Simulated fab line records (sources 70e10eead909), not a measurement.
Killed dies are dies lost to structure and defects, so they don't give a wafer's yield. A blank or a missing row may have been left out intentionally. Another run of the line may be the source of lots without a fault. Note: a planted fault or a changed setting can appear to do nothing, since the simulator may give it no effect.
fab line records -- flow nand-harc -- part 1 of 2: steps 1 to 4 of 6
[record] lots = 23, wafers = 69, last-day = 25
route steps=1159 shown A_STAIRCASE@533
lots with no fault: from the same line, run without faults
start-h: start of the lot's first displayed wafer, in hours after the record's first day -- wait-h: hours elapsed since this lot's preceding step -- " same as the row above -- L1.1+2: a single row standing in for several wafers -- - no value present, or no start provided -- * or withheld: withheld -- < > ~ a bound
route shown NAME@n: NAME is a module with steps in the file, n the number in the route of the first one -- usual: mean and standard deviation over wafers with no fault -- same: alike in all rows -- chamber/n: place in a boat -- sites: each site's reading -- _std_site: how widely they spread, as a standard deviation -- _edge_site: outer sites' mean less inner sites' -- radius-mm: how far each site lies from the wafer's centre -- mask NAME#n: copy n -- behind: the last tool/chamber to shape the wafer -- hold: why the lot went on hold/how many hours it stayed there/how the hold came to an end -- device: the n, p or np transistor that did not switch -- end of line: the tests these same wafers got at the end of their route -- a step given without rows: its recipe and nothing more -- killed: dies that structure and defects cost at the first sort, which is not the same as the wafer's yield -- map: a wafer's dies, marking killed ones x, the rest . and places with no die _
set.NAME: setting as actually run; set.NAME@STEP: the setting as run at that earlier step -- model.NAME: the simulator's own value behind a step, which no gauge read
the route's steps for a sample of lots (tables are steps, rows are wafers)
services: when a tool's chamber went out of use (start-h, in hours from the record's first day, below 0 if earlier), for how many hours, and the reason
[[steps]]
[step NHARC_A_STAIRCASE_STRIP_171]
[recipe] power-w = 1500, temp-c = 250, chemistry = O2
[usual] drypump-motor-current-A = 6.1/0.43, heater-power-w = 329/20, temp-c = 250.00/0.19
lot.wafer,tool,chamber,start-h,wait-h,drypump-motor-current-A,heater-power-w,rf-hours-counter-h,temp-c
L074.3,plasma-asher-02,0,219.04,-,5.9,349,-,250.07
L074.6,plasma-asher-02,0,219.04,-,5.8,345,-,250.27
L074.5,plasma-asher-02,1,219.04,-,5.6,296,-,249.89
L075.2,plasma-asher-01,0,242.52,-,6.6,337,47,249.83
L075.3,plasma-asher-01,1,242.52,-,6.6,323,-,250.00
L075.5,plasma-asher-01,0,242.52,-,6.5,323,-,250.03
L076.2,plasma-asher-01,1,246.85,-,6.6,317,48,250.16
L076.5,plasma-asher-01,0,246.85,-,6.6,333,-,250.11
L076.6,plasma-asher-01,1,246.85,-,6.6,309,-,249.71
L078.2,plasma-asher-01,1,261.65,-,6.6,319,54,249.88
L078.3,plasma-asher-01,0,261.65,-,6.5,337,-,250.12
L078.6,plasma-asher-01,0,261.65,-,6.5,332,-,250.02
L079.1,plasma-asher-02,1,261.82,-,5.6,298,22,249.83
L079.4,plasma-asher-02,1,261.82,-,5.6,301,-,250.01
L079.6,plasma-asher-02,1,261.82,-,5.6,303,-,249.92
L080.2,plasma-asher-01,0,275.12,-,6.6,339,59,250.09
L080.4,plasma-asher-01,1,275.12,-,6.6,321,-,249.52
L080.5,plasma-asher-01,1,275.12,-,6.6,319,-,249.74
L082.2,plasma-asher-02,0,281.95,-,5.9,339,28,249.86
L082.3,plasma-asher-02,0,281.95,-,5.9,343,-,249.83
L082.4,plasma-asher-02,1,281.95,-,5.6,298,-,250.08
L083.1,plasma-asher-02,0,284.86,-,5.9,349,28,250.02
L083.2,plasma-asher-02,1,284.86,-,5.6,305,28,249.83
L083.5,plasma-asher-02,0,284.86,-,5.9,352,-,250.13
L081.1,plasma-asher-02,0,285.48,-,5.9,351,28,250.08
L081.4,plasma-asher-02,0,285.48,-,5.9,343,-,250.06
L081.6,plasma-asher-02,1,285.48,-,5.6,310,-,250.18
L084.1,plasma-asher-01,1,298.21,-,6.6,345,5,249.90
L084.2,plasma-asher-01,0,298.21,-,6.5,341,5,249.98
L084.4,plasma-asher-01,1,298.21,-,6.6,342,-,250.07
L085.1,plasma-asher-02,1,309.41,-,5.6,298,37,250.06
L085.3,plasma-asher-02,1,309.41,-,5.6,306,-,250.07
L085.6,plasma-asher-02,0,309.41,-,5.9,344,-,249.82
L087.1,plasma-asher-02,0,313.70,-,5.9,348,38,250.09
L087.3,plasma-asher-02,0,313.70,-,5.9,349,-,250.15
L087.5,plasma-asher-02,0,313.70,-,5.9,347,-,250.16
L088.1,plasma-asher-01,1,313.85,-,6.6,348,10,249.86
L088.2,plasma-asher-01,0,313.85,-,6.6,351,10,250.06
L088.4,plasma-asher-01,1,313.85,-,6.6,343,-,249.97
L086.3,plasma-asher-01,0,321.84,-,6.5,336,-,250.04
L086.6,plasma-asher-01,1,321.84,-,6.6,340,-,250.50
L086.5,plasma-asher-01,0,321.84,-,6.6,338,-,250.31
L090.1,plasma-asher-01,0,327.03,-,6.6,345,14,249.99
L090.4,plasma-asher-01,0,327.03,-,6.6,335,-,249.94
L090.6,plasma-asher-01,1,327.03,-,6.6,351,-,249.92
L089.2,plasma-asher-02,1,327.22,-,5.6,300,43,250.01
L089.4,plasma-asher-02,0,327.22,-,5.9,349,-,250.36
L089.5,plasma-asher-02,1,327.22,-,5.6,302,-,250.05
L093.1,plasma-asher-02,0,336.77,-,5.9,344,47,250.19
L093.4,plasma-asher-02,1,336.77,-,5.6,296,-,249.80
L093.5,plasma-asher-02,0,336.77,-,5.9,346,-,250.12
L091.1,plasma-asher-02,1,337.05,-,5.6,301,47,250.05
L091.2,plasma-asher-02,0,337.05,-,5.9,353,47,250.04
L091.3,plasma-asher-02,1,337.05,-,5.6,291,-,249.77
L092.1,plasma-asher-01,0,341.59,-,6.5,345,21,250.00
L092.4,plasma-asher-01,1,341.59,-,6.6,352,-,250.08
L092.3,plasma-asher-01,0,341.59,-,6.5,336,-,249.66
L094.2,plasma-asher-02,1,349.91,-,5.6,299,51,249.76
L094.4,plasma-asher-02,1,349.91,-,5.6,296,-,249.77
L094.6,plasma-asher-02,1,349.91,-,5.6,301,-,249.73
L095.2,plasma-asher-02,1,351.31,-,5.6,304,52,250.16
L095.5,plasma-asher-02,0,351.31,-,5.8,351,-,250.14
L095.6,plasma-asher-02,1,351.31,-,5.6,305,-,250.49
L097.1,plasma-asher-01,1,362.05,-,6.6,345,26,250.50
L097.2,plasma-asher-01,0,362.05,-,6.6,332,26,249.85
L097.5,plasma-asher-01,1,362.05,-,6.6,339,-,250.11
L096.1,plasma-asher-01,1,367.80,-,6.6,344,31,250.03
L096.6,plasma-asher-01,0,367.80,-,6.6,323,-,250.00
L096.5,plasma-asher-01,1,367.80,-,6.6,345,-,250.13
[step NHARC_A_STAIRCASE_ETCH_221]
[recipe] target-depth-a = 1000, time-s = 40.5, ion-energy-ev = 400, c4f8-flow-sccm = 20, o2-flow-sccm = 10, ar-flow-sccm = withheld, rf-w = 600, bias-w = 1000, chemistry = C4F8/O2
[usual] oes-product-au = 0.941/0.015, rf-vpp-V = 896/6
lot.wafer,tool,chamber,start-h,wait-h,oes-product-au,rf-hours-counter-h,rf-vpp-V
L074.3,rie-diel-10,3,-,-,0.970,17,900
L074.6,rie-diel-10,3,-,-,0.970,-,900
L074.5,rie-diel-10,0,-,-,0.966,-,891
L075.2,rie-diel-05,2,-,-,0.914,27,899
L075.3,rie-diel-05,0,-,-,0.924,29,887
L075.5,rie-diel-05,1,-,-,0.922,-,895
L076.2,rie-diel-01,3,-,-,0.954,48,889
L076.5,rie-diel-01,3,-,-,0.953,-,888
L076.6,rie-diel-01,0,-,-,0.939,-,893
L078.3,rie-diel-10,3,-,-,0.948,30,900
L078.2,rie-diel-10,0,-,-,0.964,30,890
L078.6,rie-diel-10,2,-,-,0.956,-,902
L079.1,rie-diel-05,1,-,-,0.952,33,895
L079.4,rie-diel-05,0,-,-,0.953,36,887
L079.6,rie-diel-05,2,-,-,0.951,-,896
L080.2,rie-diel-05,3,-,-,0.942,36,892
L080.4,rie-diel-05,2,-,-,0.933,38,897
L080.5,rie-diel-05,3,-,-,0.950,-,891
L082.3,rie-diel-10,0,-,-,0.931,38,889
L082.4,rie-diel-10,1,-,-,0.916,35,905
L082.2,rie-diel-10,3,-,-,0.934,39,899
L081.4,rie-diel-10,3,-,-,0.960,40,902
L081.1,rie-diel-10,2,-,-,0.954,38,902
L081.6,rie-diel-10,3,-,-,0.967,-,900
L083.1,rie-diel-05,1,-,-,0.923,45,895
L083.2,rie-diel-05,2,-,-,0.923,43,896
L083.5,rie-diel-05,1,-,-,0.923,-,894
L084.1,rie-diel-10,0,-,-,0.938,43,888
L084.2,rie-diel-10,1,-,-,0.925,40,905
L084.4,rie-diel-10,3,-,-,0.929,43,899
L085.1,rie-diel-05,0,-,-,0.941,56,887
L085.3,rie-diel-05,1,-,-,0.935,53,894
L085.6,rie-diel-05,3,-,-,0.940,-,893
L088.4,rie-diel-05,1,-,-,0.926,55,895
L088.1,rie-diel-05,2,-,-,0.921,53,895
L088.2,rie-diel-05,3,-,-,0.925,46,894
L087.1,rie-diel-10,0,-,-,0.933,51,889
L087.3,rie-diel-10,1,-,-,0.926,50,907
L087.5,rie-diel-10,2,-,-,0.939,-,902
L086.3,rie-diel-10,1,-,-,0.949,52,905
L086.6,rie-diel-10,2,-,-,0.962,-,903
L086.5,rie-diel-10,3,-,-,0.941,-,900
L090.1,rie-diel-10,3,-,-,0.936,55,900
L090.4,rie-diel-10,0,-,-,0.925,55,890
L090.6,rie-diel-10,0,-,-,0.924,-,890
L089.2,rie-diel-05,2,-,-,0.958,59,899
L089.4,rie-diel-05,3,-,-,0.953,51,894
L089.5,rie-diel-05,1,-,-,0.943,-,895
L093.1,rie-diel-10,2,-,-,0.966,58,902
L093.4,rie-diel-10,0,-,-,0.948,59,889
L093.5,rie-diel-10,2,-,-,0.969,-,902
L091.1,rie-diel-01,3,-,-,0.957,11,905
L091.2,rie-diel-01,0,-,-,0.958,10,892
L091.3,rie-diel-01,1,-,-,0.949,9,900
L092.4,rie-diel-05,3,-,-,0.958,0,892
L092.3,rie-diel-05,1,-,-,0.948,0,895
L092.1,rie-diel-05,2,-,-,0.965,0,897
L094.2,rie-diel-05,3,-,-,0.935,7,894
L094.4,rie-diel-05,1,-,-,0.928,6,894
L094.6,rie-diel-05,0,-,-,0.935,-,907
L095.2,rie-diel-10,0,-,-,0.962,0,889
L095.5,rie-diel-10,0,-,-,0.960,-,888
L095.6,rie-diel-10,1,-,-,0.959,-,904
L097.1,rie-diel-01,0,-,-,0.956,23,891
L097.2,rie-diel-01,3,-,-,0.950,25,905
L097.5,rie-diel-01,0,-,-,0.950,-,889
L096.1,rie-diel-05,3,-,-,0.924,13,894
L096.6,rie-diel-05,2,-,-,0.927,-,896
L096.5,rie-diel-05,3,-,-,0.927,-,892
[step NHARC_A_STAIRCASE_DEP_259]
[recipe] target-thk-a = 300, target-thk-nm = 30, temp-c = 400, pressure-torr = 3.5, flow-sccm = 200, rf-w = 350, material = SiON
[usual] heater-power-w = 772/80
lot.wafer,tool,chamber,start-h,wait-h,heater-power-w,since-wet-clean-h
L074.3,pecvd-03,0,240.90,1.1,774,108
L074.6,pecvd-03,1,240.90,1.1,789,-
L074.5,pecvd-03,0,240.90,1.1,785,-
L075.3,pecvd-03,1,259.59,0.9,708,127
L075.2,pecvd-03,2,259.59,0.9,648,127
L075.5,pecvd-03,0,259.59,0.9,791,-
L076.2,pecvd-01,1,263.53,1.3,773,14
L076.5,pecvd-01,1,263.53,1.3,799,-
L076.6,pecvd-01,2,263.53,1.3,703,-
L078.2,pecvd-01,1,278.99,1.3,754,29
L078.3,pecvd-01,0,278.99,1.3,932,29
L078.6,pecvd-01,2,278.99,1.3,756,-
L079.1,pecvd-01,0,280.00,1.6,912,30
L079.6,pecvd-01,2,280.00,1.6,753,-
L079.4,pecvd-01,0,280.00,1.6,913,-
L080.2,pecvd-01,0,296.12,1.3,864,46
L080.5,pecvd-01,0,296.12,1.3,855,-
L080.4,pecvd-01,1,296.12,1.3,667,-
L082.2,pecvd-01,2,305.73,1.3,710,56
L082.3,pecvd-01,0,305.73,1.3,821,56
L082.4,pecvd-01,1,305.73,1.3,715,-
L081.1,pecvd-01,2,308.58,1.6,652,59
L081.4,pecvd-01,2,308.58,1.6,650,-
L081.6,pecvd-01,1,308.58,1.6,754,-
L083.1,pecvd-04,0,308.84,1.6,706,100
L083.2,pecvd-04,1,308.84,1.6,830,100
L083.5,pecvd-04,2,308.84,1.6,873,-
L084.1,pecvd-01,0,317.23,1.6,935,67
L084.2,pecvd-01,1,317.23,1.6,741,67
L084.4,pecvd-01,2,317.23,1.6,731,-
L085.3,pecvd-03,2,326.62,1.0,690,13
L085.1,pecvd-03,1,326.62,1.0,757,13
L085.6,pecvd-03,2,326.62,1.0,683,-
L088.1,pecvd-01,0,331.45,1.6,875,81
L088.2,pecvd-01,2,331.45,1.6,626,82
L088.4,pecvd-01,1,331.45,1.6,793,-
L087.3,pecvd-01,0,331.97,0.9,987,82
L087.1,pecvd-01,1,331.97,0.9,766,82
L087.5,pecvd-01,1,331.97,0.9,760,-
L086.3,pecvd-01,1,340.32,1.0,701,90
L086.5,pecvd-01,2,340.32,1.0,713,-
L086.6,pecvd-01,0,340.32,1.0,948,-
L090.1,pecvd-04,0,346.01,1.6,762,137
L090.4,pecvd-04,2,346.01,1.6,863,-
L090.6,pecvd-04,0,346.01,1.6,772,-
L089.2,pecvd-01,0,346.59,1.4,892,97
L089.5,pecvd-01,1,346.59,1.4,767,-
L089.4,pecvd-01,0,346.59,1.4,897,-
L093.1,pecvd-03,0,353.39,1.6,786,40
L093.5,pecvd-03,0,353.39,1.6,773,-
L093.4,pecvd-03,1,353.39,1.6,776,-
L091.1,pecvd-03,0,356.74,1.6,784,43
L091.2,pecvd-03,1,356.74,1.6,764,43
L091.3,pecvd-03,2,356.74,1.6,658,43
L092.3,pecvd-04,2,364.87,1.0,760,156
L092.1,pecvd-04,0,364.87,1.0,721,156
L092.4,pecvd-04,0,364.87,1.0,705,-
L094.2,pecvd-04,0,373.49,1.3,714,165
L094.6,pecvd-04,2,373.49,1.3,851,-
L094.4,pecvd-04,0,373.49,1.3,718,-
L095.2,pecvd-01,1,374.73,1.3,686,125
L095.6,pecvd-01,2,374.73,1.3,725,-
L095.5,pecvd-01,1,374.73,1.3,696,-
L097.1,pecvd-03,0,380.83,1.7,697,67
L097.2,pecvd-03,2,380.83,1.7,643,67
L097.5,pecvd-03,2,380.83,1.7,648,-
L096.1,pecvd-01,1,384.50,1.9,787,135
L096.5,pecvd-01,1,384.50,1.9,780,-
L096.6,pecvd-01,2,384.50,1.9,734,-
[step NHARC_A_STAIRCASE_HM_OPEN_463]
[recipe] o2-flow-sccm = 400, cos-flow-sccm = 20, ar-flow-sccm = 0, rf-w = 500, bias-w = 300, chemistry = O2/COS
[usual] drypump-motor-current-A = 5.5/0.4, o2-flow-sccm = 400.0/1.3, oes-product-au = 1.003/0.0065, rf-vpp-V = 467/3.4, showerhead-plenum-p-Torr = 3.12/0.15, throttle-valve-pct = 28.331/0.0099
lot.wafer,tool,chamber,start-h,wait-h,drypump-motor-current-A,o2-flow-sccm,oes-product-au,rf-hours-counter-h,rf-vpp-V,showerhead-plenum-p-Torr,throttle-valve-pct
L074.3,rie-diel-01,1,-,-,6.0,400.0,1.000,46,468,3.25,28.325
L074.5,rie-diel-01,2,-,-,5.4,398.6,0.997,-,462,2.97,28.338
L074.6,rie-diel-01,3,-,-,5.1,401.1,1.000,-,463,2.92,28.340
L075.2,rie-diel-05,1,-,-,6.0,401.3,1.001,32,467,3.11,28.344
L075.3,rie-diel-05,3,-,-,5.0,398.7,1.005,29,467,3.06,28.326
L075.5,rie-diel-05,0,-,-,6.1,397.5,0.996,-,462,2.90,28.334
L076.2,rie-diel-05,1,-,-,6.1,399.4,1.009,32,467,3.11,28.340
L076.6,rie-diel-05,0,-,-,6.0,400.5,1.003,-,462,2.90,28.329
L076.5,rie-diel-05,1,-,-,6.0,399.2,1.002,-,468,3.11,28.307
L078.3,rie-diel-05,1,-,-,6.0,400.0,1.000,38,467,3.10,28.340
L078.2,rie-diel-05,2,-,-,5.3,401.3,1.008,37,467,3.15,28.330
L078.6,rie-diel-05,2,-,-,5.3,400.8,0.997,-,468,3.15,28.333
L079.1,rie-diel-01,3,-,-,5.1,399.0,0.998,58,464,2.91,28.328
L079.4,rie-diel-01,1,-,-,6.0,401.0,1.001,57,470,3.24,28.323
L079.6,rie-diel-01,0,-,-,5.6,399.7,0.999,-,465,3.00,28.331
L080.4,rie-diel-01,3,-,-,5.0,399.7,1.003,66,462,2.91,28.345
L080.2,rie-diel-01,0,-,-,5.6,401.1,0.994,57,465,3.00,28.314
L080.5,rie-diel-01,3,-,-,5.0,401.2,1.005,-,463,2.91,28.324
L082.2,rie-diel-05,0,-,-,6.1,400.6,0.992,54,462,2.89,28.335
L082.3,rie-diel-05,1,-,-,6.1,397.6,1.009,50,468,3.10,28.323
L082.4,rie-diel-05,3,-,-,5.0,400.6,1.004,41,466,3.05,28.322
L081.4,rie-diel-05,1,-,-,6.0,398.6,0.997,51,466,3.10,28.331
L081.1,rie-diel-05,0,-,-,6.1,400.7,1.003,55,463,2.89,28.330
L081.6,rie-diel-05,1,-,-,6.0,399.5,1.011,-,466,3.10,28.350
L083.1,rie-diel-10,3,-,-,5.3,397.9,1.004,47,468,3.23,28.317
L083.2,rie-diel-10,0,-,-,5.2,399.7,1.000,47,464,2.96,28.321
L083.5,rie-diel-10,3,-,-,5.3,398.6,1.008,-,469,3.23,28.342
L084.2,rie-diel-10,3,-,-,5.3,400.4,1.003,51,471,3.23,28.324
L084.4,rie-diel-10,0,-,-,5.3,398.7,1.006,51,464,2.95,28.341
L084.1,rie-diel-10,2,-,-,6.1,400.0,1.007,49,471,3.27,28.328
L085.1,rie-diel-05,0,-,-,6.1,398.8,0.990,61,462,2.88,28.327
L085.3,rie-diel-05,2,-,-,5.4,398.8,0.996,58,469,3.14,28.335
L085.6,rie-diel-05,0,-,-,6.1,400.0,1.003,-,461,2.88,28.329
L088.1,rie-diel-10,2,-,-,6.1,398.1,1.014,55,470,3.27,28.318
L088.4,rie-diel-10,3,-,-,5.3,399.0,1.005,56,469,3.23,28.328
L088.2,rie-diel-10,0,-,-,5.2,399.7,1.001,56,465,2.95,28.346
L087.3,rie-diel-01,0,-,-,5.6,402.9,0.994,8,466,3.00,28.334
L087.1,rie-diel-01,2,-,-,5.4,398.8,1.006,7,464,2.95,28.324
L087.5,rie-diel-01,3,-,-,5.0,402.2,1.018,-,473,3.37,28.342
L086.3,rie-diel-10,2,-,-,6.1,399.0,1.006,58,469,3.27,28.335
L086.5,rie-diel-10,3,-,-,5.3,398.0,0.995,-,469,3.22,28.328
L086.6,rie-diel-10,0,-,-,5.2,398.1,1.006,-,462,2.95,28.323
L090.4,rie-diel-10,1,-,-,5.4,398.8,1.006,61,472,3.34,28.347
L090.1,rie-diel-10,3,-,-,5.3,400.3,0.995,62,468,3.22,28.331
L090.6,rie-diel-10,1,-,-,5.4,398.9,1.003,-,470,3.34,28.320
L089.2,rie-diel-05,3,-,-,5.0,400.4,1.006,1,466,3.05,28.336
L089.4,rie-diel-05,2,-,-,5.3,401.0,1.014,1,468,3.13,28.343
L089.5,rie-diel-05,0,-,-,6.1,398.5,0.994,-,473,3.37,28.330
L093.4,rie-diel-05,2,-,-,5.3,400.0,1.000,7,468,3.13,28.311
L093.1,rie-diel-05,1,-,-,6.0,399.1,0.996,6,466,3.09,28.349
L093.5,rie-diel-05,2,-,-,5.3,401.3,1.003,-,467,3.13,28.327
L091.2,rie-diel-01,3,-,-,5.0,399.7,1.003,22,472,3.36,28.314
L091.3,rie-diel-01,0,-,-,5.6,401.1,1.010,21,465,2.99,28.328
L091.1,rie-diel-01,1,-,-,6.0,402.9,0.994,19,469,3.23,28.319
L092.4,rie-diel-10,3,-,-,5.3,402.2,1.007,3,470,3.22,28.322
L092.1,rie-diel-10,1,-,-,5.4,400.1,1.007,3,473,3.34,28.339
L092.3,rie-diel-10,2,-,-,6.1,399.6,1.013,3,471,3.27,28.327
L094.2,rie-diel-01,3,-,-,5.0,403.6,0.997,30,474,3.36,28.339
L094.6,rie-diel-01,3,-,-,5.0,401.5,1.002,-,473,3.36,28.327
L094.4,rie-diel-01,0,-,-,5.5,398.5,0.997,-,465,2.99,28.308
L095.2,rie-diel-01,1,-,-,6.0,398.7,0.995,27,470,3.23,28.340
L095.5,rie-diel-01,1,-,-,6.0,400.2,1.008,-,470,3.23,28.347
L095.6,rie-diel-01,0,-,-,5.6,399.0,1.010,-,464,2.99,28.334
L097.2,rie-diel-05,3,-,-,5.0,399.2,1.001,15,466,3.04,28.329
L097.1,rie-diel-05,1,-,-,6.0,400.2,0.999,13,466,3.09,28.338
L097.5,rie-diel-05,3,-,-,5.0,401.3,0.999,-,465,3.04,28.342
L096.1,rie-diel-01,3,-,-,5.0,401.2,1.012,32,472,3.36,28.308
L096.6,rie-diel-01,2,-,-,5.4,397.7,1.007,-,463,2.95,28.323
L096.5,rie-diel-01,3,-,-,5.0,401.3,1.013,-,472,3.36,28.330
